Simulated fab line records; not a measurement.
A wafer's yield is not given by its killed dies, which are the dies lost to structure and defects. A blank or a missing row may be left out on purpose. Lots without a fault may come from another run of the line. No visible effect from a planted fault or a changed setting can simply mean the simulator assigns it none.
Chamber matching / flow n5 finfet / N5_HKMG_FIN_HK_ALD_01 on ald hk-01 has 4 sister chambers
The step deposits HfO2, target thk 1.6 nm, pulse time 3 s, purge time 3 s. 27 wafers are shown with their chamber, then 12 later ones without.

## WAFERS, EACH WITH ITS CHAMBER
wafer=L074.1; chamber=2; precursor pulse height rel=0.977
wafer=L074.2; chamber=1; precursor pulse height rel=1.005
wafer=L074.3; chamber=0; precursor pulse height rel=0.996
wafer=L074.4; chamber=3; precursor pulse height rel=1.015
wafer=L074.5; chamber=2; precursor pulse height rel=1.010
wafer=L074.6; chamber=3; precursor pulse height rel=0.994
wafer=L079.1; chamber=0; precursor pulse height rel=0.976
wafer=L079.2; chamber=1; precursor pulse height rel=0.993
wafer=L079.3; chamber=2; precursor pulse height rel=0.983
wafer=L079.4; chamber=3; precursor pulse height rel=1.022
wafer=L079.5; chamber=3; precursor pulse height rel=1.008
wafer=L079.6; chamber=0; precursor pulse height rel=1.008
wafer=L080.1; chamber=1; precursor pulse height rel=1.018
wafer=L080.3; chamber=3; precursor pulse height rel=0.999
wafer=L080.4; chamber=0; precursor pulse height rel=0.984
wafer=L082.1; chamber=3; precursor pulse height rel=1.032
wafer=L082.3; chamber=0; precursor pulse height rel=0.979
wafer=L082.4; chamber=1; precursor pulse height rel=0.988
wafer=L089.1; chamber=3; precursor pulse height rel=0.969
wafer=L089.2; chamber=0; precursor pulse height rel=0.969
wafer=L089.3; chamber=2; precursor pulse height rel=1.035
wafer=L091.2; chamber=0; precursor pulse height rel=0.978
wafer=L091.5; chamber=2; precursor pulse height rel=1.006
wafer=L091.6; chamber=1; precursor pulse height rel=0.991
wafer=L095.1; chamber=3; precursor pulse height rel=0.983
wafer=L095.2; chamber=0; precursor pulse height rel=0.969
wafer=L095.3; chamber=1; precursor pulse height rel=0.985

SIGNATURES (averages over the wafers above)
reading=precursor pulse height rel; chamber 0=0.98237; chamber 1=0.99667; chamber 2=1.00220; chamber 3=1.00275; scatter within a chamber=0.0177
Rule: a wafer lies at a distance from a chamber equal to the root of the sum of squares, over the readings, of (its reading less the chamber's mean, divided by the reading's scatter). The wafer belongs to the nearest chamber; if the next one is less than 2 further off, it can't be placed. The scatter: take each reading less its chamber's mean, square it, sum over the shown wafers, divide by the number of wafers less the number of chambers, and take the root.

## WAFERS WHOSE CHAMBER IS MISSING
wafer=L095.4; precursor pulse height rel=0.997
wafer=L095.5; precursor pulse height rel=0.990
wafer=L095.6; precursor pulse height rel=0.991
wafer=L096.4; precursor pulse height rel=0.988
wafer=L096.5; precursor pulse height rel=0.983
wafer=L096.6; precursor pulse height rel=1.016
wafer=L097.1; precursor pulse height rel=1.007
wafer=L097.2; precursor pulse height rel=1.004
wafer=L097.3; precursor pulse height rel=0.961
wafer=L097.4; precursor pulse height rel=0.980
wafer=L097.5; precursor pulse height rel=0.991
wafer=L097.6; precursor pulse height rel=0.998

## WHICH CHAMBER EACH WENT THROUGH
wafer=L095.4; from the rows above=can't be placed: 1 or 2 or 3 or 0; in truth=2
wafer=L095.5; from the rows above=can't be placed: 1 or 0 or 2 or 3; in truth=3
wafer=L095.6; from the rows above=can't be placed: 1 or 0 or 2 or 3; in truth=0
wafer=L096.4; from the rows above=can't be placed: 0 or 1 or 2 or 3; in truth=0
wafer=L096.5; from the rows above=can't be placed: 0 or 1 or 2 or 3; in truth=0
wafer=L096.6; from the rows above=can't be placed: 3 or 2 or 1 or 0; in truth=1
wafer=L097.1; from the rows above=can't be placed: 3 or 2 or 1 or 0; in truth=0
wafer=L097.2; from the rows above=can't be placed: 3 or 2 or 1 or 0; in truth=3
wafer=L097.3; from the rows above=can't be placed: 0 or 1 or 2 or 3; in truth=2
wafer=L097.4; from the rows above=can't be placed: 0 or 1 or 2 or 3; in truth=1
wafer=L097.5; from the rows above=can't be placed: 1 or 0 or 2 or 3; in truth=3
wafer=L097.6; from the rows above=can't be placed: 1 or 2 or 3 or 0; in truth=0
Correctly placed: 0 of 12. From these rows, 12 cannot be placed; in 12 the true chamber is one of the candidates. 0 placed wrongly.
